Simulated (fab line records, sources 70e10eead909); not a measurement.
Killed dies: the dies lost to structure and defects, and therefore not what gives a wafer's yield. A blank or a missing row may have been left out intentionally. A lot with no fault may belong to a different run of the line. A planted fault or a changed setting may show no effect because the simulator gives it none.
A lot that was struck, set against a sound lot -- flow nand harc -- 15 out of 1159 route steps
Sound: the wafers L980.3, L980.4, L980.5. Struck: wafer L987.5 (left out: L987.1, L987.3 of the same lot, which were not struck); the cause appears at the end.
Per side, at each step with rows, come the tool, then ch with its chambers, and then its first start. Under that, the readings that differ: sound wafers -- struck wafers -- difference of the means -- sigmas: that difference in standard deviations of wafers without a fault.
alike: same words and numbers on both sides, and readings whose means sit less than 2 such deviations apart. not compared: any withheld reading, any reading some wafer has no value for, any bound like >300 that may hide the same value, and any number with overlapping values for which the record gives no deviation.
A row with sigmas, a row that says differs or no value, or rows on one side alone: a step with any of these is where the two part. Non-overlapping numbers with no deviation appear without sigmas and do not part them. A reading that every wafer of one side lacks parts them only if that side has two wafers or more.

first, 1 step without rows for these wafers: NHARC_A_ONON_D1_DEP_00 (target thk 1000 nm).
NHARC_A_ONON_D1_THK_MEAS_02: measures by ellipsometry.
  sound on film metro-02, day 8 15:39; struck on film metro-01, day 10 14:41
reading,sound,struck,difference,sigmas
thk nm (nm),1011 1008 1010,994,-16,-2
following that, 1 step holds no rows for these wafers, namely NHARC_A_ONON_D1_DEP_03 (target thickness 1000 nm).
NHARC_A_ONON_D1_THK_MEAS_05: measures by ellipsometry.
  sound on film metro-01, day 8 16:13; struck on film metro-02, day 10 15:15
  alike: thk nm
following that, 1 step holds no rows for these wafers, namely NHARC_A_ONON_D1_DEP_06 (target thickness 1000 nm).
NHARC_A_ONON_D1_THK_MEAS_08: measures by ellipsometry.
  sound on film metro-02, day 8 16:47; struck on film metro-02, day 10 15:49
  alike: thk nm
following that, 1 step holds no rows for these wafers, namely NHARC_A_ONON_D1_DEP_09 (target thickness 1000 nm).
NHARC_A_ONON_D1_THK_MEAS_11: measures by ellipsometry.
  sound on film metro-02, day 8 17:21; struck on film metro-01, day 10 16:22
  alike: thk nm
following that, 1 step holds no rows for these wafers, namely NHARC_A_ONON_D1_DEP_12 (target thickness 1000 nm).
NHARC_A_ONON_D1_THK_MEAS_14: measures by ellipsometry.
  sound on film metro-01, day 8 17:55; struck on film metro-01, day 10 16:56
  alike: thk nm
then, 1 step without rows for these wafers: NHARC_A_ONON_D1_ANNEAL_15 (time 3600 s).
NHARC_A_ONON_D1_DEP_16: target thk 1000 nm.
  sound on pecvd onon-04 ch 0, day 9 00:41; struck on pecvd onon-02 ch 0, day 11 00:27
NHARC_A_ONON_D1_THK_MEAS_18: measures by ellipsometry.
  sound on film metro-01, day 9 01:05; struck on film metro-01, day 11 00:58
reading,sound,struck,difference,sigmas
thk nm (nm),1007 1006 1007,1449,+442,+46
following that, 1 step holds no rows for these wafers, namely NHARC_A_ONON_D1_DEP_19 (target thickness 1000 nm).
-- jump in the record: it breaks off in module A_ONON_D1 and resumes in module END (first step shown: number 1159 of the route), and 12 days separate the struck wafers' starts before and after --
NHARC_END_SORT_01:
  only the struck wafers appear in the record here, on prober-02 ch 0 at day 22 15:38; the sound ones have no rows

== WHERE THEY PART ==
Earliest at NHARC_A_ONON_D1_THK_MEAS_02; latest, in this record, at NHARC_END_SORT_01.

WHY: the cause the simulator had injected
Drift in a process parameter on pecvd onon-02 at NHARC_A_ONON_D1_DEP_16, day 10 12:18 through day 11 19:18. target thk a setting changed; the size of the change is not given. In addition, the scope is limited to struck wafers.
